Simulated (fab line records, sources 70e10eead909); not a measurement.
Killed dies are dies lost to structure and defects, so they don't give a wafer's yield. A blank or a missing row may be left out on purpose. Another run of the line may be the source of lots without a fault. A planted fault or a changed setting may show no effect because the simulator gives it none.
Matching of chambers	flow nand harc	NHARC_A_CHANNEL_HOLE_D1_DEP_01 on pecvd-02: 3 sister chambers
The step deposits SiON, target thk 140 nm. 3 wafers are shown with their chamber, then 8 later ones without.

## EACH WAFER AND ITS CHAMBER
wafer	chamber	heater power w (W)
L859.3	1	781
L862.5	0	707
L863.1	2	895

## WAFERS MISSING THEIR CHAMBER
wafer	heater power w (W)
L863.4	908
L863.6	671
L864.1	758
L864.4	754
L864.6	599
L866.1	679
L866.4	701
L866.6	898

## WHICH CHAMBER EACH ONE RAN IN
wafer	from the rows above	in truth
L863.4	2	2
L863.6	can't be placed: 0 or 1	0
L864.1	can't be placed: 1 or 0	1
L864.4	can't be placed: 1 or 0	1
L864.6	can't be placed: 0 or 1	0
L866.1	can't be placed: 0 or 1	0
L866.4	can't be placed: 0 or 1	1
L866.6	2	2
Placed correctly: 2 of 8. Not placeable from these rows: 6 (in 6, the candidates include the true chamber). Wrongly placed: 0.
How it was worked out, from the rows above alone: a wafer's distance from a chamber is the root of the sum, over the readings, of the square of ((its reading less the chamber's mean) divided by the reading's scatter). If the next closest chamber is less than 2 further off than the closest, the wafer can't be placed; otherwise it belongs to the closest. A chamber's mean is the mean of its shown wafers. The scatter (one wafer shown for each chamber): square how far every hidden wafer sits from the nearest shown wafer, average those squares and take the square root.
